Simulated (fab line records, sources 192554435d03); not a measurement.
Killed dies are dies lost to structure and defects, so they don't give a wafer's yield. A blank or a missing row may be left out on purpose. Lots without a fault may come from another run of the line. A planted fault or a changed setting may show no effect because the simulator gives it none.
Which tool did it? | flow n5_finfet | 10 lots, 30 wafers sampled, at 4 steps of a route of 1938

WHAT THE GAUGES READ, wafer by wafer
N5_BEOL_M11_CD_MEAS_11: target cd 64.1 nm.
lot  | measured     | on        | cd_nm (nm)
L114 | day 11 10:06 | cd_sem-01 | 63.5 64.1 65.0
L115 | day 11 11:22 | cd_sem-01 | 64.5 64.3 64.2
L116 | day 12 07:15 | cd_sem-03 | 63.4 64.0 64.0
L119 | day 13 05:35 | cd_sem-02 | 64.1 64.9 64.4
L121 | day 13 09:02 | cd_sem-03 | 63.6 64.5 64.6
L120 | day 13 16:49 | cd_sem-01 | 64.4 64.1 63.6
L125 | day 14 02:07 | cd_sem-03 | 64.3 63.6 63.9
L128 | day 15 03:17 | cd_sem-03 | 64.2 64.4 63.8
L130 | day 16 02:56 | cd_sem-02 | 64.3 64.3 64.3
L132 | day 16 08:05 | cd_sem-03 | 64.5 65.0 63.9

N5_BEOL_M11_OVL_MEAS_29.
lot  | measured     | on         | V10_OVL (nm)
L114 | day 11 11:11 | overlay-01 | 0.2 -0.3 0.3
L115 | day 11 17:34 | overlay-01 | 0.5 -1.0 0.0
L116 | day 12 09:43 | overlay-01 | -0.2 0.6 -0.3
L119 | day 13 07:37 | overlay-02 | 0.5 0.0 -0.7
L121 | day 13 11:35 | overlay-02 | 8.6 9.2 9.3
L120 | day 13 18:58 | overlay-02 | -0.6 -0.5 0.2
L125 | day 14 05:18 | overlay-02 | 8.1 10.0 8.6
L128 | day 15 06:58 | overlay-02 | -1.2 -0.3 -0.2
L130 | day 16 05:13 | overlay-01 | 0.0 1.9 -0.3
L132 | day 16 12:17 | overlay-01 | 0.0 1.3 -0.5

WHICH TOOL RAN EACH LOT (tool, then ch and the chambers of the sampled wafers, then the start)
lot  | N5_BEOL_M11_STRIP_19               | N5_BEOL_M11_EXPOSE_25
L114 | rie_diel-03 ch 0,1,2, day 11 10:43 | arfi_scanner-02 ch 0, day 11 11:01
L115 | rie_diel-03 ch 1,2, day 11 11:55   | arfi_scanner-01 ch 0, day 11 17:24
L116 | rie_diel-03 ch 1,2, day 12 07:50   | arfi_scanner-02 ch 0, day 12 09:34
L119 | rie_diel-01 ch 0,3, day 13 06:03   | arfi_scanner-02 ch 0, day 13 07:27
L121 | rie_diel-03 ch 0,2, day 13 09:33   | arfi_scanner-01 ch 0, day 13 11:25
L120 | rie_diel-01 ch 0,1,3, day 13 17:30 | arfi_scanner-03 ch 0, day 13 18:46
L125 | rie_diel-06 ch 0,1, day 14 02:41   | arfi_scanner-01 ch 0, day 14 05:08
L128 | rie_diel-01 ch 2,3, day 15 04:29   | arfi_scanner-03 ch 0, day 15 06:49
L130 | rie_diel-03 ch 0,2, day 16 03:31   | arfi_scanner-03 ch 0, day 16 05:04
L132 | rie_diel-06 ch 1,2, day 16 08:51   | arfi_scanner-03 ch 0, day 16 12:08
- N5_BEOL_M11_STRIP_19: strips in O2.
- N5_BEOL_M11_EXPOSE_25: exposes mask V10.

WHAT THE TOOLS THEMSELVES READ (means of the sampled wafers that have a number; where no wafer has one, the mark that the record gives instead)
N5_BEOL_M11_STRIP_19.
lot  | tool        | drypump_motor_current_A (A) | oes_product_au (a.u.) | rf_vpp_V (V) | showerhead_plenum_p_Torr (Torr) | throttle_valve_pct (%)
L114 | rie_diel-03 | 5.4                         | 0.73                  | 3.5          | 2.03                            | 16.74
L115 | rie_diel-03 | 5.3                         | 0.74                  | 3.5          | 2.03                            | 16.93
L116 | rie_diel-03 | 5.2                         | 0.74                  | 3.7          | 1.97                            | 16.70
L119 | rie_diel-01 | 5.5                         | 0.75                  | 3.3          | 2.04                            | 16.54
L121 | rie_diel-03 | 5.4                         | 0.71                  | 3.5          | 2.08                            | 17.01
L120 | rie_diel-01 | 5.5                         | 0.74                  | 3.5          | 2.09                            | 16.70
L125 | rie_diel-06 | 5.6                         | 0.84                  | 3.2          | 2.12                            | 16.43
L128 | rie_diel-01 | 5.7                         | 0.81                  | 3.6          | 2.02                            | 16.44
L130 | rie_diel-03 | 5.5                         | 0.90                  | 4.2          | 2.06                            | 16.56
L132 | rie_diel-06 | 6.0                         | 0.77                  | 3.2          | 2.16                            | 16.47

N5_BEOL_M11_EXPOSE_25.
lot  | tool            | reticle_temp_C (C)
L114 | arfi_scanner-02 | 22.94
L115 | arfi_scanner-01 | 22.85
L116 | arfi_scanner-02 | 23.10
L119 | arfi_scanner-02 | 23.15
L121 | arfi_scanner-01 | 22.95
L120 | arfi_scanner-03 | 23.08
L125 | arfi_scanner-01 | 23.05
L128 | arfi_scanner-03 | 23.26
L130 | arfi_scanner-03 | 22.85
L132 | arfi_scanner-03 | 22.98

THE ANSWER, worked out from the rows above alone
Rule: what is usual is taken from the lots themselves. Put in order of their means at a reading, lots are off if they are a third of the lots or fewer, leave a main group of 4 or more, and stand apart from it by a gap of 3 or more times the standard deviation of the main group's means; of several such gaps the widest counts. A main group whose means are all the same, to the digits that the tables above print for the reading, isn't used. A lot without any number at a reading at which 4 lots or more have one is off too. The other lots that the step has rows for count as sound. The gauges are gone through in route order, then the tools' own readings, and for those a lot's mean is taken as printed above. The first step at which some lot is off is used, and at that step the reading that is off furthest; a lot without a number counts as furthest.
Off: L121, L125, at N5_BEOL_M11_OVL_MEAS_29 (V10_OVL). The main group: mean -0.0 nm, standard deviation 0.32.
A tool fits if, at a process step before that reading, it ran every lot that is off, and no sound lot after the first of them. The gauges at N5_BEOL_M11_OVL_MEAS_29 are tried like those tools. One fits: arfi_scanner-01 at N5_BEOL_M11_EXPOSE_25. Its last sound lot is L115 (day 11 17:24), its first lot that is off L121 (day 13 11:25): a fault that began between those two fits.

WHAT THE SIMULATOR HAD PUT IN
Scanner matching overlay: arfi_scanner-01, from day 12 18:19 on, at N5_BEOL_M11_EXPOSE_25. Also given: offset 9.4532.
Lots struck among those shown: L121, L125. The rule above found the same.
